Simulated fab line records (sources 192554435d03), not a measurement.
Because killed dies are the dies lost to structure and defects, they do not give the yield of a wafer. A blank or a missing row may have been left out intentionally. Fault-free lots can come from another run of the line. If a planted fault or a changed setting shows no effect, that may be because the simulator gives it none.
Split-lot experiment | flow n5Finfet | on a route of 1938 steps: 7 lots, 21 wafers read

SPLIT DETAILS
At N5_BEOL_M2_COAT_76 (time 60 s, resist thk 5 nm), the setting spinRpm was moved away from the recipe's 1500 rpm on 7 of the 21 wafers read, by -10.5% to +9.7%. This setting was run at the recipe's value on the other wafers.

FROM THE SPLIT TO THE READING: what the file shows between them, 3 steps
- N5_BEOL_M2_COAT_22: resist thk 30 nm
- N5_BEOL_M2_EBR_24
- N5_BEOL_M2_DESCUM_33: chemistry O2, time 7 s

THE READING
etch.depthNm (the simulator's own value, which no gauge read), in nm, at N5_BEOL_M2_ETCH_77 (etches underlayer in N2/H2, target depth 6.5 nm, time 5.2 s). No usual value for it is given in the file. Across the 14 wafers here that went through the recipe, the average is 5.015 nm and the standard deviation 0.013 nm.

wafer  | tool, chamber at the split | spinRpm as run, rpm | against the recipe | etch.depthNm, nm | against lot-mates on the recipe
L077.1 | lithoTrack-05, 0           | 1500                | recipe             | 5.025            | -
L077.2 | lithoTrack-05, 0           | 1500                | recipe             | 5.026            | -
L077.4 | lithoTrack-05, 0           | 1372                | -8.5%              | 5.245            | +0.220
L082.1 | lithoTrack-05, 0           | 1575                | +5.0%              | 4.901            | -0.104
L082.4 | lithoTrack-05, 0           | 1500                | recipe             | 5.004            | -
L082.5 | lithoTrack-05, 0           | 1500                | recipe             | 5.006            | -
L085.1 | lithoTrack-02, 0           | 1500                | recipe             | 5.028            | -
L085.3 | lithoTrack-02, 0           | 1342                | -10.5%             | 5.302            | +0.277
L085.4 | lithoTrack-02, 0           | 1500                | recipe             | 5.021            | -
L086.2 | lithoTrack-02, 0           | 1500                | recipe             | 4.991            | -
L086.5 | lithoTrack-02, 0           | 1500                | recipe             | 4.995            | -
L086.6 | lithoTrack-02, 0           | 1500                | recipe             | 5.007            | -
L089.1 | lithoTrack-05, 0           | 1500                | recipe             | 5.022            | -
L089.3 | lithoTrack-05, 0           | 1500                | recipe             | 5.03             | -
L089.4 | lithoTrack-05, 0           | 1500                | recipe             | 5.014            | -
L092.2 | lithoTrack-01, 0           | 1500                | recipe             | 5.03             | -
L092.4 | lithoTrack-01, 0           | 1569                | +4.6%              | 4.917            | -0.113
L092.6 | lithoTrack-01, 0           | 1569                | +4.6%              | 4.914            | -0.116
L094.3 | lithoTrack-01, 0           | 1646                | +9.7%              | 4.773            | -0.232
L094.5 | lithoTrack-01, 0           | 1500                | recipe             | 5.005            | -
L094.6 | lithoTrack-01, 0           | 1646                | +9.7%              | 4.772            | -0.233

THE FIT
A straight line over all 21 wafers: etch.depthNm changes by -0.0255 nm for each +1% of spinRpm; r = -0.99; the points scatter about the line by 0.013 nm.
The same after taking each lot's own level away (the mean of its wafers on the recipe; 21 wafers): -0.0248 nm for each +1%; r = -1.00; scatter 0.0073 nm.
That fit puts the effect of the largest move of spinRpm on the reading at 0.26 nm.
The span of the lots' own levels, 4.9977 to 5.0300 nm, comes to 2.5 times the standard deviation stated above.
The two slopes are in agreement: the lot-to-lot level therefore moves the slope only a little.
Check: with one of the wafers moved furthest among these (-10.5%) left out of the fit, the line predicts +0.258 nm for it against its lot-mates. Against them it came out at +0.277 nm.

ADDITIONAL SPLITS CARRIED BY THESE WAFERS
Note: prior to the reading, these wafers also went through further splits. Each is held against what the fit with the lots' levels taken away leaves over:
other split on the same wafers    | wafers away from the commonest value | r with etch.depthNm (lot level and that fit taken away)
N5_BEOL_M1_TRENCH_ETCH_37 sourceW | 7                                    | +0.34
N5_BEOL_M2_COAT_67 spinRpm        | 3                                    | -0.20

THE WHOLE CHAIN: every reading that the file lists as answering this split, in the file's order
step               | what it does                                                | reading                                                                           | change (the file's fit)                | r (the file's)
N5_BEOL_M2_ETCH_77 | etches underlayer in N2/H2, target depth 6.5 nm, time 5.2 s | CAR-EUV_of_BEOL_M2_COAT_22.thkNm (the simulator's own value, which no gauge read) | +0.0389 nm for each +1% of the setting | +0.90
N5_BEOL_M2_ETCH_77 | etches underlayer in N2/H2, target depth 6.5 nm, time 5.2 s | etch.depthNm (the simulator's own value, which no gauge read)                     | -0.025 nm for each +1% of the setting  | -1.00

FILE'S OWN FIT
etch.depthNm changes by -0.025 nm for each +1% of spinRpm, r = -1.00.
